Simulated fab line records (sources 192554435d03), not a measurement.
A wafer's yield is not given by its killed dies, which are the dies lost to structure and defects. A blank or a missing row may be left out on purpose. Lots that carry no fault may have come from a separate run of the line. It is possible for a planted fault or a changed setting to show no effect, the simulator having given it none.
The same fault as seen by 2 desks / flow n5-finfet / each desk holds nothing but its own numbers, with what lay behind them at the end

## FROM THE METROLOGY DESK
What the gauges read, lot by lot, whatever tool the lot ran on: means of the sampled wafers that have a number. Any lot whose mean is over 4 standard deviations away from the usual mean is out of limits and marked OUT; that distance is given in the brackets. Shown here are 7 of its 10 readings, the ones lying furthest out on some lot.
Columns: A = DIBL_N at N5_BEOL_M4_RC_MEAS_101, usual 36.3 mV/V; B = IOFF_N at N5_BEOL_M4_RC_MEAS_101, usual 0.157 nA/um; C = ION_N at N5_BEOL_M4_RC_MEAS_101, usual 675 uA/um; D = ION_P at N5_BEOL_M4_RC_MEAS_101, usual 465 uA/um; E = SS_P at N5_BEOL_M4_RC_MEAS_101, usual 73.3 mV/dec; F = VT_N at N5_BEOL_M4_RC_MEAS_101, usual 249.8 mV; G = VT_P at N5_BEOL_M4_RC_MEAS_101, usual -249 mV
lot=L797; first seen here=day 8 02:21; A=36.4; B=0.152; C=673; D=463; E=72.8; F=249.3; G=-251
lot=L799; first seen here=day 8 19:53; A=35.0; B=0.132; C=665; D=454; E=72.1; F=252.3; G=-254
lot=L800; first seen here=day 9 23:38; A=36.9; B=0.153; C=680; D=467; E=73.3; F=250.7; G=-250
lot=L810; first seen here=day 11 12:14; A=34.2; B=0.147; C=677; D=462; E=73.2; F=248.6; G=-254
lot=L808; first seen here=day 11 23:50; A=36.9; B=0.162; C=671; D=457; E=73.3; F=249.4; G=-253
lot=L809; first seen here=day 12 05:26; A=36.4; B=0.176; C=679; D=471; E=73.4; F=248.5; G=-246
lot=L811; first seen here=day 12 12:53; A=36.1; B=0.143; C=666; D=456; E=73.5; F=252.0; G=-251
lot=L815; first seen here=day 13 11:45; A=35.6; B=0.131; C=656; D=445; E=73.9; F=256.0; G=-257
lot=L817; first seen here=day 13 20:59; A=38.0; B=0.200; C=681; D=468; E=74.0; F=246.6; G=-247
Result from this desk: across the 9 lots, nothing is out of limits.

## AT THE TOOL OWNER'S DESK: rie-metal-03
The tool's own readings at N5_GATE_CUT_CUT_ETCH_54 (etches TiN in Cl2/BCl3, target depth 96.7 nm): means of the sampled wafers that have a number, for each lot that ran on this tool. Any lot whose mean is over 4 standard deviations away from the usual mean is out of limits and marked OUT; that distance is given in the brackets.
Columns: A = drypump-motor-current-A at N5_GATE_CUT_CUT_ETCH_54, usual 5.9 A; B = etch-rf-on-time-s at N5_GATE_CUT_CUT_ETCH_54, usual 36.6 s; C = oes-product-au at N5_GATE_CUT_CUT_ETCH_54, usual 0.72 a.u.; D = rf-fwd-power-W at N5_GATE_CUT_CUT_ETCH_54, usual 980 W; E = throttle-valve-pct at N5_GATE_CUT_CUT_ETCH_54, usual 22.09 %
lot=L797; first seen here=day 4 18:29; A=6.0; B=36.5; C=0.74; D=981; E=22.16
lot=L800; first seen here=day 5 16:41; A=6.0; B=37.4; C=0.66; D=978; E=22.29
lot=L808; first seen here=day 7 10:21; A=6.0; B=34.4; C=0.74; D=1061 (+14) OUT; E=22.16
lot=L809; first seen here=day 7 12:36; A=6.0; B=34.5; C=0.74; D=1063 (+14) OUT; E=22.15
Finding of this desk: L808, L809 out of limits; the first was L808 at day 7 10:21, on rf-fwd-power-W at N5_GATE_CUT_CUT_ETCH_54. In limits: L797, L800.

## TAKEN TOGETHER
The tool owner's desk had the chance to raise an alarm at day 7 10:21 on L808, L809.
Metrology desk: nothing out of limits seen.
The metrology desk has L808, L809 on record, within its limits.
N5_GATE_CUT_CUT_ETCH_54 was run on rie-metal-03 by each of the lots named.

## WHAT HAD BEEN PUT IN BY THE SIMULATOR
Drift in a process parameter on rie-metal-03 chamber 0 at N5_GATE_CUT_CUT_ETCH_54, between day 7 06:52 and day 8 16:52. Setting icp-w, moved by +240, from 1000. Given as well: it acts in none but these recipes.
Shown lots that were struck: L808, L809.
Delay in hours, fault start to first out-of-limits reading, by desk: the tool owner's desk at 3.
